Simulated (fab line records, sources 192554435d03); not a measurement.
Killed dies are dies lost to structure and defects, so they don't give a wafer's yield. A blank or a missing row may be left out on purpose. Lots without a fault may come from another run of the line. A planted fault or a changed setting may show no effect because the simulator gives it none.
Chamber matching | flow n5_finfet | N5_FIN_SAQP_ETCH_64 on rie_si-02: 4 sister chambers
The step etches SiO2 in CF4, target depth 1.5 nm. 20 wafers are shown with their chamber, then 10 later ones without.

WAFERS WITH THEIR CHAMBER
wafer  | chamber | drypump_motor_current_A (A) | throttle_valve_pct (%) | he_backside_leak_sccm (sccm)
L075.2 | 2       | 4.8                         | 21.90                  | 2.7
L075.4 | 0       | 6.1                         | 21.64                  | 2.6
L075.5 | 0       | 6.1                         | 21.62                  | 2.7
L077.1 | 0       | 6.1                         | 21.63                  | 2.7
L077.2 | 2       | 4.7                         | 21.88                  | 2.5
L077.4 | 3       | 6.2                         | 21.80                  | 2.7
L078.1 | 3       | 6.2                         | 21.79                  | 2.8
L078.5 | 3       | 6.2                         | 21.81                  | 2.7
L078.6 | 2       | 4.8                         | 21.88                  | 2.6
L080.2 | 0       | 6.1                         | 21.63                  | 2.6
L080.3 | 3       | 6.2                         | 21.80                  | 2.6
L080.6 | 2       | 4.8                         | 21.88                  | 2.6
L087.1 | 2       | 4.7                         | 21.88                  | 2.6
L087.3 | 1       | 5.8                         | 21.92                  | 3.5
L087.5 | 1       | 5.8                         | 21.92                  | 3.5
L090.1 | 0       | 6.1                         | 21.63                  | 2.7
L090.4 | 3       | 6.3                         | 21.79                  | 2.8
L090.6 | 0       | 6.1                         | 21.63                  | 2.9
L091.4 | 1       | 5.8                         | 21.94                  | 3.3
L091.5 | 1       | 5.8                         | 21.93                  | 3.4

SIGNATURES (means of the wafers above)
reading                 | chamber 0 | chamber 1 | chamber 2 | chamber 3 | scatter within a chamber
drypump_motor_current_A | 6.100     | 5.800     | 4.760     | 6.220     | 0.0354
throttle_valve_pct      | 21.6300   | 21.9275   | 21.8840   | 21.7980   | 0.0082
he_backside_leak_sccm   | 2.700     | 3.425     | 2.600     | 2.720     | 0.092
Rule: a wafer's distance from a chamber is the root of the sum, over the readings, of the square of ((its reading less the chamber's mean) divided by the reading's scatter). The wafer belongs to the nearest chamber; if the next one is less than 2 further off, it can't be placed. The scatter: the root of (the sum of the squares of (reading less its chamber's mean) over the shown wafers, divided by (wafers less chambers)).

WAFERS WITHOUT THEIR CHAMBER
wafer  | drypump_motor_current_A (A) | throttle_valve_pct (%) | he_backside_leak_sccm (sccm)
L091.6 | 6.1                         | 21.64                  | 2.8
L092.1 | 6.1                         | 21.63                  | 2.8
L092.2 | 4.8                         | 21.89                  | 2.6
L092.4 | 5.8                         | 21.92                  | 3.4
L093.1 | 5.8                         | 21.93                  | 3.3
L093.4 | 6.1                         | 21.63                  | 2.6
L093.5 | 6.2                         | 21.79                  | 2.8
L094.4 | 6.1                         | 21.64                  | 2.7
L094.5 | 4.7                         | 21.89                  | 2.7
L094.6 | 5.8                         | 21.91                  | 3.3

WHICH CHAMBER EACH WENT THROUGH
wafer  | from the rows above | in truth
L091.6 | 0                   | 0
L092.1 | 0                   | 0
L092.2 | 2                   | 2
L092.4 | 1                   | 1
L093.1 | 1                   | 1
L093.4 | 0                   | 0
L093.5 | 3                   | 3
L094.4 | 0                   | 0
L094.5 | 2                   | 2
L094.6 | 1                   | 1
Placed correctly: 10 of 10. Can't be placed from these rows: 0. Placed wrongly: 0.
